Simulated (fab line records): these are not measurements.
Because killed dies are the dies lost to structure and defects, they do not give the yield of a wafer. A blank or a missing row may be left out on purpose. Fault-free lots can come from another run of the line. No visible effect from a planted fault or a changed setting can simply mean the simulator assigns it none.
Comparing a struck lot with a sound one    flow n5 finfet    15 steps out of a route of 1938
Sound: these wafers, L161.2, L161.4, L161.5. Wafers struck: L173.1, L173.4. The cause comes at the end.
Per side, at each step with rows, come the tool, then ch with its chambers, and then its first start. Under that, the readings that differ: sound wafers    struck wafers    difference of the means    sigmas: that difference in standard deviations of wafers without a fault.
alike: a reading whose means differ by less than 2 such deviations, as well as words and numbers matching on both sides. not compared: withheld readings; readings where some wafer has no value; bounds like >300 that might hide an equal value; numbers whose values overlap and for which the record gives no deviation.
A row with sigmas, a row that says differs or no value, or rows on one side alone: a step with any of these is where the two part. When numbers do not overlap yet have no deviation, they are printed without sigmas and do not part them. Lack of a reading on every wafer of one side parts them only where that side has two or more wafers.

N5_HKMG_FIN_STRIP_93: strips SOC in N2/H2, time 20 s.
  sound on rie diel-06 ch 0,2, day 4 04:44; struck on rie diel-04 ch 0,3, day 7 02:33
  alike: drypump motor current A, oes product au, rf vpp V, showerhead plenum p Torr, throttle valve pct
  not compared: rf hours counter h
then, 1 step without rows for these wafers: N5_HKMG_FIN_WET_ETCH_76 (etches Al2O3 in dNH4OH, stops on La2O3, target depth 2.25 nm, rinse time 30 s).
N5_HKMG_FIN_STRIP_60: strips in N2/H2, time 360 s.
  sound on plasma asher-01 ch 0,1, day 4 04:53; struck on plasma asher-02 ch 0,1, day 7 02:45
  alike: drypump motor current A, heater power w
  not compared: rf hours counter h
then, 2 steps without rows for these wafers: N5_HKMG_FIN_WET_ETCH_77 (etches La2O3 in dHCl, stops on HfO2, target depth 2 nm); N5_HKMG_FIN_WET_ETCH_78 (etches Al2O3 in dNH4OH, stops on La2O3, target depth 4.5 nm, rinse time 30 s).
N5_HKMG_FIN_ALD_79: deposits TiN, target thk 1.5 nm, pulse time 1 s, purge time 3 s.
  sound on ald metal-02 ch 1,3, day 4 05:22; struck on ald metal-01 ch 1,3, day 7 03:15
  alike: heater power w, precursor pulse height rel, susceptor temp C
  not compared: ald cycles
N5_HKMG_FIN_CVD_62: deposits a-Si from Si2H6, target thk 3 nm, time 20.8 s.
  sound on thermal cvd si-01 ch 0,2, day 4 05:44; struck on thermal cvd si-02 ch 1,2, day 7 03:37
  alike: heater power w, susceptor temp C
then, 5 steps without rows for these wafers: N5_HKMG_FIN_RTA_80 (time 2 s); N5_HKMG_FIN_PRECLEAN_64 (cleans in dHF, time 30 s); N5_HKMG_FIN_WET_ETCH_65 (etches a-Si in TMAH, stops on TiN, time 49 s, target depth 3 nm); N5_HKMG_FIN_WET_ETCH_81 (etches TiN in SC1, stops on HfO2, time 57 s, target depth 6 nm); N5_HKMG_FIN_WET_ETCH_82 (etches La2O3 in dHCl, stops on HfO2, target depth 2 nm, rinse time 30 s).
N5_HKMG_FIN_ALD_36: deposits TiN, target thk 1 nm, pulse time 1 s, purge time 3 s.
  sound on ald metal-02 ch 0,1, day 4 06:19; struck on ald metal-02 ch 1,2, day 7 04:09
reading                                   sound                 struck   difference                     sigmas
ald cycles                                47 47 47              26 26    -21                            
susceptor temp C (C)                      400.03 399.94 399.98  - -      no value on the struck wafers  
model.TiN_of_HKMG_FIN_ALD_36.thk nm (nm)  1 1 1                 0.6 0.6  -0.4                           
  alike: heater power w, precursor pulse height rel
N5_HKMG_FIN_THK_MEAS_70: measures by xrf.
  sound on film metro-01 at day 4 06:36; struck on film metro-02 at day 7 04:26
  alike: HK_THK
following that, these wafers have no rows for 1 step: N5_PASSIVATION_PROBE_49.

## WHERE THEY PART
Within this record, at N5_HKMG_FIN_ALD_36 only. Later steps at which nothing parts them and some readings are alike: N5_HKMG_FIN_THK_MEAS_70.

WHY: what had been put in by the simulator
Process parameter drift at N5_HKMG_FIN_ALD_36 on ald metal-02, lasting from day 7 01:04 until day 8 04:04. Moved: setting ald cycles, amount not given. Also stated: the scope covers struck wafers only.
